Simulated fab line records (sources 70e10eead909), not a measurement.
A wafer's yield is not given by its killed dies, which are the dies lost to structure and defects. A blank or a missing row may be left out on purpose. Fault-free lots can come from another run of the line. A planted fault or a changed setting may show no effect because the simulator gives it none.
What tool caused it? || flow nand harc || 12 lots, 36 wafers sampled, at 5 steps of a route of 1159

== WHAT EACH GAUGE READ, for each wafer ==
NHARC_HYBRID_BOND_INSPECT_06: inspects for defects (ir void).
{"lot": "L179", "measured": "day 18 20:44", "on": "defect inspect-01", "raw defect count": "38 45 37"}
{"lot": "L180", "measured": "day 18 20:44", "on": "defect inspect-02", "raw defect count": "32 25 31"}
{"lot": "L181", "measured": "day 19 04:52", "on": "defect inspect-02", "raw defect count": "24 30 30"}
{"lot": "L184", "measured": "day 20 05:22", "on": "defect inspect-01", "raw defect count": "39 37 45"}
{"lot": "L185", "measured": "day 20 16:40", "on": "defect inspect-01", "raw defect count": "27 32 26"}
{"lot": "L188", "measured": "day 20 16:40", "on": "defect inspect-02", "raw defect count": "50 37 51"}
{"lot": "L187", "measured": "day 20 16:41", "on": "defect inspect-02", "raw defect count": "32 35 37"}
{"lot": "L190", "measured": "day 21 05:24", "on": "defect inspect-02", "raw defect count": "28 26 28"}
{"lot": "L189", "measured": "day 22 09:46", "on": "defect inspect-01", "raw defect count": 47}
{"lot": "L192", "measured": "day 22 09:45", "on": "defect inspect-02", "raw defect count": 16}
{"lot": "L200", "measured": "day 24 05:00", "on": "defect inspect-01", "raw defect count": "35 47 42"}
{"lot": "L201", "measured": "day 24 05:00", "on": "defect inspect-02", "raw defect count": "31 35 26"}

NHARC_END_SORT_01.
{"lot": "L179", "measured": "day 19 14:13", "on": "prober-01", "defect limited yield (%)": "94.7 95.1 95.1", "killed at array": "34 28 33", "killed at other": "1 0 0", "killed at periphery": "1 5 0", "killed dies": "36 33 33", "killed open": "5 3 4", "killed short": "2 2 1", "sort_bin_2_pct (%)": "1.6 1.3 1.6", "sort_bin_3_pct (%)": "0.59 0.30 0", "sort_bin_4_pct (%)": "3.1 3.2 3.2", "sort n pass": "641 644 644", "sort rim yield pct (%)": "91.5 91.5 94.3", "sort yield pct (%)": "94.7 95.1 95.1"}
{"lot": "L180", "measured": "day 19 21:58", "on": "prober-02", "defect limited yield (%)": "95.9 97.0 95.4", "killed at array": "20 15 26", "killed at other": "0 0 0", "killed at periphery": "8 5 5", "killed dies": "28 20 31", "killed open": "1 1 3", "killed short": "0 2 2", "sort_bin_2_pct (%)": "1.3 1.2 0.7", "sort_bin_3_pct (%)": "0.15 0.15 0.15", "sort_bin_4_pct (%)": "2.7 1.6 3.7", "sort n pass": "649 657 646", "sort rim yield pct (%)": "93.4 95.3 98.1", "sort yield pct (%)": "95.9 97.0 95.4"}
{"lot": "L181", "measured": "day 19 23:44", "on": "prober-01", "defect limited yield (%)": "96.8 95.6 96.0", "killed at array": "17 27 26", "killed at other": "0 0 0", "killed at periphery": "5 3 1", "killed dies": "22 30 27", "killed open": "3 5 4", "killed short": "2 1 2", "sort_bin_2_pct (%)": "1.5 1.5 1.3", "sort_bin_3_pct (%)": "0.30 0.59 0.15", "sort_bin_4_pct (%)": "1.5 2.4 2.5", "sort n pass": "655 647 650", "sort rim yield pct (%)": "96.2 97.2 95.3", "sort yield pct (%)": "96.8 95.6 96.0"}
{"lot": "L184", "measured": "day 20 22:55", "on": "prober-01", "defect limited yield (%)": "94.8 96.3 93.8", "killed at array": "32 21 36", "killed at other": "0 0 0", "killed at periphery": "3 4 6", "killed dies": "35 25 42", "killed open": "3 3 8", "killed short": "0 4 4", "sort_bin_2_pct (%)": "0.7 1.3 2.4", "sort_bin_3_pct (%)": "0.59 0 0.15", "sort_bin_4_pct (%)": "3.8 2.4 3.7", "sort n pass": "642 652 635", "sort rim yield pct (%)": "93.4 93.4 91.5", "sort yield pct (%)": "94.8 96.3 93.8"}
{"lot": "L185", "measured": "day 21 11:04", "on": "prober-02", "defect limited yield (%)": "95.6 94.1 96.3", "killed at array": "21 35 24", "killed at other": "3 1 0", "killed at periphery": "6 4 1", "killed dies": "30 40 25", "killed open": "4 7 2", "killed short": "2 3 3", "sort_bin_2_pct (%)": "1.0 1.8 0.9", "sort_bin_3_pct (%)": "0.44 0 0.15", "sort_bin_4_pct (%)": "3.0 4.1 2.7", "sort n pass": "647 637 652", "sort rim yield pct (%)": "97.2 92.5 96.2", "sort yield pct (%)": "95.6 94.1 96.3"}
{"lot": "L188", "measured": "day 21 11:03", "on": "prober-01", "defect limited yield (%)": "94.8 95.1 95.3", "killed at array": "29 29 26", "killed at other": "0 0 2", "killed at periphery": "6 4 4", "killed dies": "35 33 32", "killed open": "5 6 2", "killed short": "0 1 5", "sort_bin_2_pct (%)": "1.9 1.9 1.8", "sort_bin_3_pct (%)": "0.44 0.15 0.15", "sort_bin_4_pct (%)": "2.8 2.8 2.8", "sort n pass": "642 644 645", "sort rim yield pct (%)": "91.5 92.5 93.4", "sort yield pct (%)": "94.8 95.1 95.3"}
{"lot": "L187", "measured": "day 21 18:49", "on": "prober-02", "defect limited yield (%)": "95.6 96.0 94.8", "killed at array": "26 23 31", "killed at other": "1 2 1", "killed at periphery": "3 2 3", "killed dies": "30 27 35", "killed open": "5 3 8", "killed short": "2 0 1", "sort_bin_2_pct (%)": "1.3 1.0 1.6", "sort_bin_3_pct (%)": "0 0 0.44", "sort_bin_4_pct (%)": "3.1 3.0 3.1", "sort n pass": "647 650 642", "sort rim yield pct (%)": "92.5 92.5 91.5", "sort yield pct (%)": "95.6 96.0 94.8"}
{"lot": "L190", "measured": "day 22 01:54", "on": "prober-02", "defect limited yield (%)": "95.6 96.9 95.0", "killed at array": "25 19 33", "killed at other": "0 0 0", "killed at periphery": "5 2 1", "killed dies": "30 21 34", "killed open": "6 2 5", "killed short": "1 2 2", "sort_bin_2_pct (%)": "1.6 1.0 1.0", "sort_bin_3_pct (%)": "0 0 0.15", "sort_bin_4_pct (%)": "2.8 2.1 3.8", "sort n pass": "647 656 643", "sort rim yield pct (%)": "99.1 96.2 97.2", "sort yield pct (%)": "95.6 96.9 95.0"}
{"lot": "L189", "measured": "day 23 04:03", "on": "prober-02", "defect limited yield (%)": "5.3 93.2 4.0", "killed at array": "635 45 645", "killed at other": "3 0 3", "killed at periphery": "3 1 2", "killed dies": "641 46 650", "killed open": "3 4 2", "killed short": "1 5 1", "sort_bin_2_pct (%)": "89.5 1.6 91.7", "sort_bin_3_pct (%)": "0.59 0.59 1.18", "sort_bin_4_pct (%)": "4.6 4.6 3.1", "sort n pass": "36 631 27", "sort rim yield pct (%)": "16.0 92.5 8.5", "sort yield pct (%)": "5.3 93.2 4.0"}
{"lot": "L192", "measured": "day 23 03:17", "on": "prober-01", "defect limited yield (%)": "7.1 97.0 7.1", "killed at array": "625 18 624", "killed at other": "3 0 2", "killed at periphery": "1 2 3", "killed dies": "629 20 629", "killed open": "4 1 3", "killed short": "0 2 2", "sort_bin_2_pct (%)": "91.1 1.2 91.3", "sort_bin_3_pct (%)": "0.30 0 0.15", "sort_bin_4_pct (%)": "1.5 1.8 1.5", "sort n pass": "48 657 48", "sort rim yield pct (%)": "10.4 98.1 21.7", "sort yield pct (%)": "7.1 97.0 7.1"}
{"lot": "L200", "measured": "day 24 22:31", "on": "prober-02", "defect limited yield (%)": "95.1 93.8 93.4", "killed at array": "31 40 40", "killed at other": "0 1 0", "killed at periphery": "2 1 5", "killed dies": "33 42 45", "killed open": "4 1 8", "killed short": "1 3 1", "sort_bin_2_pct (%)": "1.3 2.2 1.8", "sort_bin_3_pct (%)": "0.44 0.15 0.15", "sort_bin_4_pct (%)": "3.1 3.8 4.7", "sort n pass": "644 635 632", "sort rim yield pct (%)": "97.2 98.1 95.3", "sort yield pct (%)": "95.1 93.8 93.4"}
{"lot": "L201", "measured": "day 25 00:04", "on": "prober-01", "defect limited yield (%)": "95.3 94.4 95.7", "killed at array": "25 31 22", "killed at other": "0 0 0", "killed at periphery": "7 7 7", "killed dies": "32 38 29", "killed open": "4 3 2", "killed short": "0 2 2", "sort_bin_2_pct (%)": "1.5 1.3 1.2", "sort_bin_3_pct (%)": "0.30 0.30 0.30", "sort_bin_4_pct (%)": "3.0 4.0 2.8", "sort n pass": "645 639 648", "sort rim yield pct (%)": "91.5 98.1 95.3", "sort yield pct (%)": "95.3 94.4 95.7"}

== EACH LOT AND THE TOOL THAT RAN IT (in order: tool; ch and the chambers of the sampled wafers; start) ==
{"lot": "L179", "NHARC_A_M0_DEP_00": "pecvd-04 ch 0,1, day 17 17:04", "NHARC_THIN_TSV_STRIP_45": "plasma asher-01 ch 0,1, day 19 01:40", "NHARC_THIN_TSV_STRIP_62": "plasma asher-02 ch 0,1, day 19 03:17"}
{"lot": "L180", "NHARC_A_M0_DEP_00": "pecvd-03 ch 0,1,2, day 17 17:29", "NHARC_THIN_TSV_STRIP_45": "plasma asher-02 ch 0,1, day 19 00:28", "NHARC_THIN_TSV_STRIP_62": "plasma asher-02 ch 0,1, day 19 02:02"}
{"lot": "L181", "NHARC_A_M0_DEP_00": "pecvd-03 ch 1,2, day 18 03:40", "NHARC_THIN_TSV_STRIP_45": "plasma asher-01 ch 0,1, day 19 08:51", "NHARC_THIN_TSV_STRIP_62": "plasma asher-02 ch 0, day 19 10:42"}
{"lot": "L184", "NHARC_A_M0_DEP_00": "pecvd-04 ch 0,1,2, day 19 04:13", "NHARC_THIN_TSV_STRIP_45": "plasma asher-01 ch 0,1, day 20 08:58", "NHARC_THIN_TSV_STRIP_62": "plasma asher-02 ch 0,1, day 20 10:32"}
{"lot": "L185", "NHARC_A_M0_DEP_00": "pecvd-04 ch 0,1,2, day 19 16:49", "NHARC_THIN_TSV_STRIP_45": "plasma asher-02 ch 0,1, day 20 21:37", "NHARC_THIN_TSV_STRIP_62": "plasma asher-01 ch 0,1, day 20 23:11"}
{"lot": "L188", "NHARC_A_M0_DEP_00": "pecvd-02 ch 1, day 19 17:10", "NHARC_THIN_TSV_STRIP_45": "plasma asher-01 ch 0,1, day 20 20:27", "NHARC_THIN_TSV_STRIP_62": "plasma asher-02 ch 1, day 20 22:02"}
{"lot": "L187", "NHARC_A_M0_DEP_00": "pecvd-04 ch 0,2, day 19 17:41", "NHARC_THIN_TSV_STRIP_45": "plasma asher-01 ch 0,1, day 20 22:49", "NHARC_THIN_TSV_STRIP_62": "plasma asher-01 ch 0,1, day 21 00:24"}
{"lot": "L190", "NHARC_A_M0_DEP_00": "pecvd-04 ch 0,1,2, day 20 06:26", "NHARC_THIN_TSV_STRIP_45": "plasma asher-01 ch 0,1, day 21 10:22", "NHARC_THIN_TSV_STRIP_62": "plasma asher-02 ch 0,1, day 21 11:56"}
{"lot": "L189", "NHARC_A_M0_DEP_00": "pecvd-04 ch 0,2, day 21 11:36", "NHARC_THIN_TSV_STRIP_45": "plasma asher-01 ch 0, day 22 14:45", "NHARC_THIN_TSV_STRIP_62": "plasma asher-02 ch 1, day 22 16:27"}
{"lot": "L192", "NHARC_A_M0_DEP_00": "pecvd-04 ch 0,2, day 21 12:02", "NHARC_THIN_TSV_STRIP_45": "plasma asher-02 ch 0, day 22 13:37", "NHARC_THIN_TSV_STRIP_62": "plasma asher-02 ch 1, day 22 15:08"}
{"lot": "L200", "NHARC_A_M0_DEP_00": "pecvd-02 ch 1,2, day 23 06:25", "NHARC_THIN_TSV_STRIP_45": "plasma asher-02 ch 1, day 24 09:59", "NHARC_THIN_TSV_STRIP_62": "plasma asher-02 ch 0,1, day 24 11:33"}
{"lot": "L201", "NHARC_A_M0_DEP_00": "pecvd-03 ch 0,1, day 23 07:06", "NHARC_THIN_TSV_STRIP_45": "plasma asher-01 ch 0,1, day 24 08:59", "NHARC_THIN_TSV_STRIP_62": "plasma asher-01 ch 0,1, day 24 10:30"}
- NHARC_A_M0_DEP_00: deposits SiOC, target thk 150 nm.
- NHARC_THIN_TSV_STRIP_45: strips in O2.
- NHARC_THIN_TSV_STRIP_62: strips in N2/H2, time 20 s.

== WHAT THE TOOLS THEMSELVES READ (means of the sampled wafers that have a number; where no wafer has one, the mark that the record gives instead) ==
NHARC_A_M0_DEP_00.
{"lot": "L179", "tool": "pecvd-04", "rf fwd power W (W)": 598.5, "showerhead vpp V (V)": 1554}
{"lot": "L180", "tool": "pecvd-03", "rf fwd power W (W)": 597.8, "showerhead vpp V (V)": 1475}
{"lot": "L181", "tool": "pecvd-03", "rf fwd power W (W)": 597.3, "showerhead vpp V (V)": 1428}
{"lot": "L184", "tool": "pecvd-04", "rf fwd power W (W)": 598.0, "showerhead vpp V (V)": 1559}
{"lot": "L185", "tool": "pecvd-04", "rf fwd power W (W)": 598.8, "showerhead vpp V (V)": 1555}
{"lot": "L188", "tool": "pecvd-02", "rf fwd power W (W)": 600.5, "showerhead vpp V (V)": 1375}
{"lot": "L187", "tool": "pecvd-04", "rf fwd power W (W)": 601.0, "showerhead vpp V (V)": 1589}
{"lot": "L190", "tool": "pecvd-04", "rf fwd power W (W)": 600.4, "showerhead vpp V (V)": 1576}
{"lot": "L189", "tool": "pecvd-04", "rf fwd power W (W)": 600.0, "showerhead vpp V (V)": 1571}
{"lot": "L192", "tool": "pecvd-04", "rf fwd power W (W)": 598.6, "showerhead vpp V (V)": 1561}
{"lot": "L200", "tool": "pecvd-02", "rf fwd power W (W)": 597.9, "showerhead vpp V (V)": 1411}
{"lot": "L201", "tool": "pecvd-03", "rf fwd power W (W)": 599.8, "showerhead vpp V (V)": 1501}

NHARC_THIN_TSV_STRIP_45.
{"lot": "L179", "tool": "plasma asher-01", "drypump motor current A (A)": 6.0, "heater power w (W)": 342}
{"lot": "L180", "tool": "plasma asher-02", "drypump motor current A (A)": 5.4, "heater power w (W)": 345}
{"lot": "L181", "tool": "plasma asher-01", "drypump motor current A (A)": 6.0, "heater power w (W)": 360}
{"lot": "L184", "tool": "plasma asher-01", "drypump motor current A (A)": 6.0, "heater power w (W)": 340}
{"lot": "L185", "tool": "plasma asher-02", "drypump motor current A (A)": 5.3, "heater power w (W)": 338}
{"lot": "L188", "tool": "plasma asher-01", "drypump motor current A (A)": 6.0, "heater power w (W)": 366}
{"lot": "L187", "tool": "plasma asher-01", "drypump motor current A (A)": 6.1, "heater power w (W)": 342}
{"lot": "L190", "tool": "plasma asher-01", "drypump motor current A (A)": 6.0, "heater power w (W)": 364}
{"lot": "L189", "tool": "plasma asher-01", "drypump motor current A (A)": 5.9, "heater power w (W)": 390}
{"lot": "L192", "tool": "plasma asher-02", "drypump motor current A (A)": 5.2, "heater power w (W)": 354}
{"lot": "L200", "tool": "plasma asher-02", "drypump motor current A (A)": 5.5, "heater power w (W)": 361}
{"lot": "L201", "tool": "plasma asher-01", "drypump motor current A (A)": 6.0, "heater power w (W)": 345}

NHARC_THIN_TSV_STRIP_62.
{"lot": "L179", "tool": "plasma asher-02", "drypump motor current A (A)": 5.4, "heater power w (W)": 349}
{"lot": "L180", "tool": "plasma asher-02", "drypump motor current A (A)": 5.3, "heater power w (W)": 344}
{"lot": "L181", "tool": "plasma asher-02", "drypump motor current A (A)": 5.3, "heater power w (W)": 343}
{"lot": "L184", "tool": "plasma asher-02", "drypump motor current A (A)": 5.4, "heater power w (W)": 338}
{"lot": "L185", "tool": "plasma asher-01", "drypump motor current A (A)": 6.0, "heater power w (W)": 337}
{"lot": "L188", "tool": "plasma asher-02", "drypump motor current A (A)": 5.4, "heater power w (W)": 344}
{"lot": "L187", "tool": "plasma asher-01", "drypump motor current A (A)": 6.0, "heater power w (W)": 367}
{"lot": "L190", "tool": "plasma asher-02", "drypump motor current A (A)": 5.4, "heater power w (W)": 344}
{"lot": "L189", "tool": "plasma asher-02", "drypump motor current A (A)": 5.5, "heater power w (W)": 345}
{"lot": "L192", "tool": "plasma asher-02", "drypump motor current A (A)": 5.4, "heater power w (W)": 347}
{"lot": "L200", "tool": "plasma asher-02", "drypump motor current A (A)": 5.3, "heater power w (W)": 339}
{"lot": "L201", "tool": "plasma asher-01", "drypump motor current A (A)": 6.0, "heater power w (W)": 342}

== THE ANSWER, worked out from the rows above alone ==
Rule: usual is defined by the lots themselves. The widest of any qualifying gaps counts: lots, ordered by their means at a reading, are off when they make up no more than a third of the lots, leave a main group of 4 or more, and stand apart from it by 3 or more times the standard deviation of that group's means. The tables above print the reading to a certain number of digits; a main group whose means all agree to those digits is not used. A lot without any number at a reading at which 4 lots or more have one is off too. Any other lot the step has rows for is counted as sound. Order of review: gauges by route order, followed by the tools' own readings, for which a lot's mean as printed above is used. The first step at which some lot is off is used, and at that step the reading that is off furthest; a lot without a number counts as furthest.
Off, at NHARC_END_SORT_01 on sort_bin_2_pct: L189, L192. Main group: mean 1.4 %, sd 0.24.
If a tool, at a process step before that reading, ran all the lots that are off and no sound lot after the first of them, it fits. The gauges at NHARC_END_SORT_01 are tried like those tools. One fits: NHARC_A_M0_DEP_00 on pecvd-04. A fault onset in the window from L190 (day 20 06:26, its last sound lot) to L189 (day 21 11:36, its first lot off) fits.

== WHAT WAS PUT IN BY THE SIMULATOR ==
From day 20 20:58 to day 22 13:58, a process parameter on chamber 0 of pecvd-04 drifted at NHARC_A_M0_DEP_00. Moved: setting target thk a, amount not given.
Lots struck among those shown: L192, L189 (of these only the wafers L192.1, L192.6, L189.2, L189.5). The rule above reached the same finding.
